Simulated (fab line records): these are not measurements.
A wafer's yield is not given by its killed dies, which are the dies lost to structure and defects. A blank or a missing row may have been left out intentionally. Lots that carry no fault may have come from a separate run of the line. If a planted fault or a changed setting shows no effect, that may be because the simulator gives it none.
Chamber matching :: flow n5 finfet :: N5_GATE_CUT_ETCH_19 on rie diel-03: 4 sister chambers
The step etches SiNx in CH3F/O2, target depth 53.7 nm, time 76.7 s. 20 wafers are shown with their chamber, then 10 later ones without.

== WAFERS WITH THEIR CHAMBER ==
wafer: L080.1
chamber: 1
showerhead plenum p Torr (Torr): 2.08
drypump motor current A (A): 6.33
throttle valve pct (%): 16.02

wafer: L080.2
chamber: 0
showerhead plenum p Torr (Torr): 2.05
drypump motor current A (A): 5.61
throttle valve pct (%): 16.08

wafer: L080.3
chamber: 3
showerhead plenum p Torr (Torr): 1.94
drypump motor current A (A): 5.45
throttle valve pct (%): 16.41

wafer: L085.2
chamber: 3
showerhead plenum p Torr (Torr): 1.94
drypump motor current A (A): 5.47
throttle valve pct (%): 16.43

wafer: L085.3
chamber: 0
showerhead plenum p Torr (Torr): 2.04
drypump motor current A (A): 5.62
throttle valve pct (%): 16.10

wafer: L085.4
chamber: 2
showerhead plenum p Torr (Torr): 2.13
drypump motor current A (A): 5.72
throttle valve pct (%): 16.01

wafer: L086.1
chamber: 3
showerhead plenum p Torr (Torr): 1.94
drypump motor current A (A): 5.48
throttle valve pct (%): 16.43

wafer: L086.2
chamber: 2
showerhead plenum p Torr (Torr): 2.13
drypump motor current A (A): 5.71
throttle valve pct (%): 16.01

wafer: L086.3
chamber: 0
showerhead plenum p Torr (Torr): 2.04
drypump motor current A (A): 5.63
throttle valve pct (%): 16.09

wafer: L087.1
chamber: 0
showerhead plenum p Torr (Torr): 2.04
drypump motor current A (A): 5.60
throttle valve pct (%): 16.11

wafer: L087.4
chamber: 2
showerhead plenum p Torr (Torr): 2.13
drypump motor current A (A): 5.73
throttle valve pct (%): 16.00

wafer: L087.5
chamber: 3
showerhead plenum p Torr (Torr): 1.94
drypump motor current A (A): 5.46
throttle valve pct (%): 16.45

wafer: L088.1
chamber: 2
showerhead plenum p Torr (Torr): 2.13
drypump motor current A (A): 5.69
throttle valve pct (%): 16.00

wafer: L088.3
chamber: 3
showerhead plenum p Torr (Torr): 1.93
drypump motor current A (A): 5.48
throttle valve pct (%): 16.44

wafer: L088.6
chamber: 0
showerhead plenum p Torr (Torr): 2.04
drypump motor current A (A): 5.59
throttle valve pct (%): 16.11

wafer: L089.3
chamber: 0
showerhead plenum p Torr (Torr): 2.04
drypump motor current A (A): 5.59
throttle valve pct (%): 16.10

wafer: L089.4
chamber: 3
showerhead plenum p Torr (Torr): 1.93
drypump motor current A (A): 5.46
throttle valve pct (%): 16.44

wafer: L089.6
chamber: 2
showerhead plenum p Torr (Torr): 2.13
drypump motor current A (A): 5.72
throttle valve pct (%): 16.03

wafer: L090.2
chamber: 0
showerhead plenum p Torr (Torr): 2.04
drypump motor current A (A): 5.62
throttle valve pct (%): 16.12

wafer: L090.4
chamber: 1
showerhead plenum p Torr (Torr): 2.08
drypump motor current A (A): 6.30
throttle valve pct (%): 16.06

SIGNATURES (averages over the wafers above)
reading: showerhead plenum p Torr
chamber 0: 2.0414
chamber 1: 2.0800
chamber 2: 2.1300
chamber 3: 1.9367
scatter within a chamber: 0.0037

reading: drypump motor current A
chamber 0: 5.6086
chamber 1: 6.3150
chamber 2: 5.7140
chamber 3: 5.4667
scatter within a chamber: 0.015

reading: throttle valve pct
chamber 0: 16.1014
chamber 1: 16.0400
chamber 2: 16.0100
chamber 3: 16.4333
scatter within a chamber: 0.0146
Rule: for a wafer and a chamber, the distance is found by dividing, reading by reading, the gap between the wafer's reading and the chamber's mean by the reading's scatter, squaring, summing and taking the root. If the next closest chamber is less than 2 further off than the closest, the wafer can't be placed; otherwise it belongs to the closest. The scatter is the square root of a quotient: the sum, over the shown wafers, of each reading's squared deviation from its chamber's mean, divided by wafers minus chambers.

== WAFERS WITH NO CHAMBER GIVEN ==
wafer: L090.6
showerhead plenum p Torr (Torr): 2.04
drypump motor current A (A): 5.61
throttle valve pct (%): 16.14

wafer: L091.2
showerhead plenum p Torr (Torr): 2.13
drypump motor current A (A): 5.70
throttle valve pct (%): 16.03

wafer: L091.4
showerhead plenum p Torr (Torr): 2.04
drypump motor current A (A): 5.64
throttle valve pct (%): 16.11

wafer: L091.5
showerhead plenum p Torr (Torr): 2.08
drypump motor current A (A): 6.36
throttle valve pct (%): 16.08

wafer: L094.3
showerhead plenum p Torr (Torr): 2.04
drypump motor current A (A): 5.60
throttle valve pct (%): 16.14

wafer: L094.4
showerhead plenum p Torr (Torr): 1.93
drypump motor current A (A): 5.45
throttle valve pct (%): 16.45

wafer: L094.5
showerhead plenum p Torr (Torr): 2.08
drypump motor current A (A): 6.35
throttle valve pct (%): 16.08

wafer: L097.2
showerhead plenum p Torr (Torr): 1.93
drypump motor current A (A): 5.46
throttle valve pct (%): 16.46

wafer: L097.3
showerhead plenum p Torr (Torr): 2.04
drypump motor current A (A): 5.62
throttle valve pct (%): 16.15

wafer: L097.5
showerhead plenum p Torr (Torr): 1.93
drypump motor current A (A): 5.46
throttle valve pct (%): 16.46

== CHAMBER TAKEN BY EACH ==
wafer: L090.6
from the rows above: 0
in truth: 0

wafer: L091.2
from the rows above: 2
in truth: 2

wafer: L091.4
from the rows above: 0
in truth: 0

wafer: L091.5
from the rows above: 1
in truth: 1

wafer: L094.3
from the rows above: 0
in truth: 0

wafer: L094.4
from the rows above: 3
in truth: 3

wafer: L094.5
from the rows above: 1
in truth: 1

wafer: L097.2
from the rows above: 3
in truth: 3

wafer: L097.3
from the rows above: 0
in truth: 0

wafer: L097.5
from the rows above: 3
in truth: 3
Placed correctly: 10 of 10. From these rows, 0 cannot be placed. Number placed wrongly: 0.
